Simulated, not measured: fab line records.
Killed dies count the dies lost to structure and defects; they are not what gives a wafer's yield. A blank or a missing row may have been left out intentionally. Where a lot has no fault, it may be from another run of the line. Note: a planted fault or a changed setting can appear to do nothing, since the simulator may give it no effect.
Lot-split experiment / flow n5 finfet / route with 1938 steps; 7 lots, 21 wafers read

ON THE SPLIT
At N5_BEOL_M1_TRENCH_ETCH_37 (etches SiOC in C4F6/O2, target depth 55.207 nm, time 29 s), the setting source w was moved away from the recipe's 355 W on 5 of the 21 wafers read, by -17.6% to +14.1%. This setting was run at the recipe's value on the other wafers.

FROM THE SPLIT TO THE READING: what the file shows between them, 2 steps
- N5_BEOL_M1_ETCH_41: etches SiCN in CH3F/O2, target depth 31.9 nm, time 57.8 s
- N5_BEOL_M1_STRIP_97: strips in N2/H2, time 10 s

THE READING
trench depth nm, in nm, at N5_BEOL_M1_OCD_MEAS_38. Fault-free wafers of this fab line usually give 55.0 nm, standard deviation 0.93 nm.

wafer=L076.2; tool, chamber at the split=rie diel-03, 1; source w as run, W=355; against the recipe=recipe; trench depth nm, nm=54.5; against lot-mates on the recipe=-
wafer=L076.4; tool, chamber at the split=rie diel-03, 2; source w as run, W=392.4; against the recipe=+10.5%; trench depth nm, nm=57.0; against lot-mates on the recipe=+2.9
wafer=L076.6; tool, chamber at the split=rie diel-03, 2; source w as run, W=355; against the recipe=recipe; trench depth nm, nm=53.8; against lot-mates on the recipe=-
wafer=L077.2; tool, chamber at the split=rie diel-02, 1; source w as run, W=355; against the recipe=recipe; trench depth nm, nm=54.9; against lot-mates on the recipe=-
wafer=L077.3; tool, chamber at the split=rie diel-02, 2; source w as run, W=355; against the recipe=recipe; trench depth nm, nm=53.3; against lot-mates on the recipe=-
wafer=L077.5; tool, chamber at the split=rie diel-02, 0; source w as run, W=355; against the recipe=recipe; trench depth nm, nm=54.8; against lot-mates on the recipe=-
wafer=L078.1; tool, chamber at the split=rie diel-04, 3; source w as run, W=404.9; against the recipe=+14.1%; trench depth nm, nm=58.8; against lot-mates on the recipe=+2.0
wafer=L078.3; tool, chamber at the split=rie diel-04, 1; source w as run, W=404.9; against the recipe=+14.1%; trench depth nm, nm=58.7; against lot-mates on the recipe=+1.9
wafer=L078.5; tool, chamber at the split=rie diel-04, 3; source w as run, W=355; against the recipe=recipe; trench depth nm, nm=56.8; against lot-mates on the recipe=-
wafer=L079.3; tool, chamber at the split=rie diel-02, 0; source w as run, W=355; against the recipe=recipe; trench depth nm, nm=55.6; against lot-mates on the recipe=-
wafer=L079.4; tool, chamber at the split=rie diel-02, 1; source w as run, W=355; against the recipe=recipe; trench depth nm, nm=54.0; against lot-mates on the recipe=-
wafer=L079.6; tool, chamber at the split=rie diel-02, 0; source w as run, W=355; against the recipe=recipe; trench depth nm, nm=55.3; against lot-mates on the recipe=-
wafer=L083.2; tool, chamber at the split=rie diel-04, 1; source w as run, W=355; against the recipe=recipe; trench depth nm, nm=55.5; against lot-mates on the recipe=-
wafer=L083.3; tool, chamber at the split=rie diel-04, 3; source w as run, W=355; against the recipe=recipe; trench depth nm, nm=55.7; against lot-mates on the recipe=-
wafer=L083.6; tool, chamber at the split=rie diel-04, 1; source w as run, W=355; against the recipe=recipe; trench depth nm, nm=54.9; against lot-mates on the recipe=-
wafer=L093.2; tool, chamber at the split=rie diel-02, 2; source w as run, W=292.5; against the recipe=-17.6%; trench depth nm, nm=48.9; against lot-mates on the recipe=-6.5
wafer=L093.4; tool, chamber at the split=rie diel-02, 1; source w as run, W=292.5; against the recipe=-17.6%; trench depth nm, nm=49.2; against lot-mates on the recipe=-6.2
wafer=L093.6; tool, chamber at the split=rie diel-02, 0; source w as run, W=355; against the recipe=recipe; trench depth nm, nm=55.4; against lot-mates on the recipe=-
wafer=L096.2; tool, chamber at the split=rie diel-04, 1; source w as run, W=355; against the recipe=recipe; trench depth nm, nm=55.4; against lot-mates on the recipe=-
wafer=L096.3; tool, chamber at the split=rie diel-04, 0; source w as run, W=355; against the recipe=recipe; trench depth nm, nm=56.6; against lot-mates on the recipe=-
wafer=L096.6; tool, chamber at the split=rie diel-04, 3; source w as run, W=355; against the recipe=recipe; trench depth nm, nm=55.4; against lot-mates on the recipe=-

FIT RESULTS
A straight line over all 21 wafers: trench depth nm changes by +0.299 nm for each +1% of source w; r = +0.93; the points scatter about the line by 0.91 nm.
The same after taking each lot's own level away (the mean of its wafers on the recipe; 21 wafers): +0.275 nm for each +1%; r = +0.93; scatter 0.87 nm.
The reading moves by 4.8 nm for the largest change in source w, on that fit.
The span of the lots' own levels, 54.15 to 56.80 nm, comes to 2.8 times the standard deviation stated above.
So the lot-to-lot level changes the slope little: the two slopes agree.
Check: with one of the wafers moved furthest among these (-17.6%) left out of the fit, the line predicts -4.52 nm for it against its lot-mates. Against them it came out at -6.5 nm.
Tool readings at the split's step, against how far the setting was moved: rf vpp V r = -0.96.

ADDITIONAL SPLITS CARRIED BY THESE WAFERS
Before the reading, these wafers also passed through other splits. Each is held against what the fit with the lots' levels taken away leaves over:
other split on the same wafers=N5_GATE_CUT_ALD_22 ald cycles; wafers away from the commonest value=9; r with trench depth nm (lot level and that fit taken away)=-0.29
other split on the same wafers=N5_MOL_CONTACT_COAG_COAT_76 spin rpm; wafers away from the commonest value=3; r with trench depth nm (lot level and that fit taken away)=-0.28
other split on the same wafers=N5_BEOL_M0_SAQP_ILD_DEP_01 time s; wafers away from the commonest value=8; r with trench depth nm (lot level and that fit taken away)=-0.05
other split on the same wafers=N5_BEOL_M0_SAQP_COAT_69 spin rpm; wafers away from the commonest value=6; r with trench depth nm (lot level and that fit taken away)=-0.01
other split on the same wafers=N5_BEOL_M0_SAQP_COAT_87 temp c; wafers away from the commonest value=10; r with trench depth nm (lot level and that fit taken away)=+0.34
other split on the same wafers=N5_BEOL_M0_ETCH_128 source w; wafers away from the commonest value=6; r with trench depth nm (lot level and that fit taken away)=+0.04
other split on the same wafers=N5_BEOL_M0_TRENCH_ETCH_107 target depth a; wafers away from the commonest value=10; r with trench depth nm (lot level and that fit taken away)=-0.07

THE WHOLE CHAIN: every reading that the file lists as answering this split, in the file's order
step=N5_BEOL_M1_TRENCH_ETCH_37; what it does=etches SiOC in C4F6/O2, target depth 55.207 nm, time 29 s; reading=rf vpp V; change (the file's fit)=-3.29 V for each +1% of the setting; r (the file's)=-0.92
step=N5_BEOL_M1_TRENCH_ETCH_37; what it does=etches SiOC in C4F6/O2, target depth 55.207 nm, time 29 s; reading=etch.depth nm (the simulator's own value, which no gauge read); change (the file's fit)=+0.252 nm for each +1% of the setting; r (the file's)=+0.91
step=N5_BEOL_M1_TRENCH_ETCH_37; what it does=etches SiOC in C4F6/O2, target depth 55.207 nm, time 29 s; reading=BEOL_M1.feature depth nm (the simulator's own value, which no gauge read); change (the file's fit)=+0.25 nm for each +1% of the setting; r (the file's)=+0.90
step=N5_BEOL_M1_OCD_MEAS_38; what it does=; reading=trench depth nm; change (the file's fit)=+0.27 nm for each +1% of the setting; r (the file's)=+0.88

THE FILE'S OWN FIT
trench depth nm changes by +0.27 nm for each +1% of source w, r = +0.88.
